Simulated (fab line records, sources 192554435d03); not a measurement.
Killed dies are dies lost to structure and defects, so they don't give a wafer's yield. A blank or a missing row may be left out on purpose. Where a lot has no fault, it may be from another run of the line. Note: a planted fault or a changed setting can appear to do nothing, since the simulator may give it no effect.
Split-lot experiment	flow n5_finfet	21 wafers read across 7 lots, on a route 1938 steps long

THE SPLIT
At N5_BEOL_M13_COAT_22 (resist thk 300 nm), the setting spin_rpm was moved away from the recipe's 2888 rpm on 7 of the 21 wafers read, by -9.5% to +11.0%. The other wafers ran this setting at the recipe's value.

Reading taken at the split's own step.

THE READING
coat_of_BEOL_M13_COAT_22.thk_nm (the simulator's own value, which no gauge read), in nm, at N5_BEOL_M13_COAT_22 (resist thk 300 nm). The file does not state a usual value for it. Here, 14 wafers ran the recipe; their average is 299.4 nm with a standard deviation of 0.83 nm.

wafer	tool, chamber at the split	spin_rpm as run, rpm	against the recipe	coat_of_BEOL_M13_COAT_22.thk_nm, nm	against lot-mates on the recipe
L075.2	litho_track-03, 0	2613	-9.5%	313	+15.4
L075.3	litho_track-03, 0	2888	recipe	297.6	-
L075.4	litho_track-03, 0	2613	-9.5%	313.4	+15.8
L078.1	litho_track-01, 0	2888	recipe	299	-
L078.2	litho_track-01, 0	2888	recipe	298.8	-
L078.5	litho_track-01, 0	2888	recipe	299.2	-
L081.3	litho_track-03, 0	2888	recipe	300.2	-
L081.5	litho_track-03, 0	3206	+11.0%	284	-15.4
L081.6	litho_track-03, 0	2888	recipe	298.6	-
L080.2	litho_track-03, 0	2888	recipe	299.4	-
L080.4	litho_track-03, 0	2975	+3.0%	295.8	-3.6
L080.6	litho_track-03, 0	2975	+3.0%	294.4	-5.0
L087.3	litho_track-05, 0	2888	recipe	299.6	-
L087.4	litho_track-05, 0	2888	recipe	299	-
L087.6	litho_track-05, 0	2888	recipe	299	-
L093.4	litho_track-05, 0	2888	recipe	300.4	-
L093.5	litho_track-05, 0	2888	recipe	300	-
L093.6	litho_track-05, 0	2709	-6.2%	309.6	+9.4
L096.2	litho_track-01, 0	2888	recipe	300.8	-
L096.4	litho_track-01, 0	3086	+6.9%	291	-9.6
L096.5	litho_track-01, 0	2888	recipe	300.4	-

FIT RESULTS
A straight line over all 21 wafers: coat_of_BEOL_M13_COAT_22.thk_nm changes by -1.43 nm for each +1% of spin_rpm; r = -0.99; the points scatter about the line by 0.86 nm.
The same after taking each lot's own level away (the mean of its wafers on the recipe; 21 wafers): -1.52 nm for each +1%; r = -1.00; scatter 0.6 nm.
The reading moves by 17 nm for the largest change in spin_rpm, on that fit.
The span of the lots' own levels, 297.60 to 300.60 nm, comes to 3.6 times the standard deviation stated above.
Consequently the slope shifts little with the lot-to-lot level, the two slopes agreeing.
Check: -17.1 nm against its lot-mates is what the line predicts for one of the wafers moved furthest among these (+11.0%) when that wafer is left out of the fit. It came out at -15.4 nm against them.

OTHER SPLITS APPLIED TO THESE WAFERS
Note: prior to the reading, these wafers also went through further splits. Each is held against what the fit with the lots' levels taken away leaves over:
other split on the same wafers	wafers away from the commonest value	r with coat_of_BEOL_M13_COAT_22.thk_nm (lot level and that fit taken away)
N5_BEOL_M11_COAT_05 spin_rpm	7	+0.14
N5_BEOL_M13_COAT_58 spin_rpm	5	+0.10

THE FILE'S OWN FIT
coat_of_BEOL_M13_COAT_22.thk_nm changes by -1.49 nm for each +1% of spin_rpm, r = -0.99.
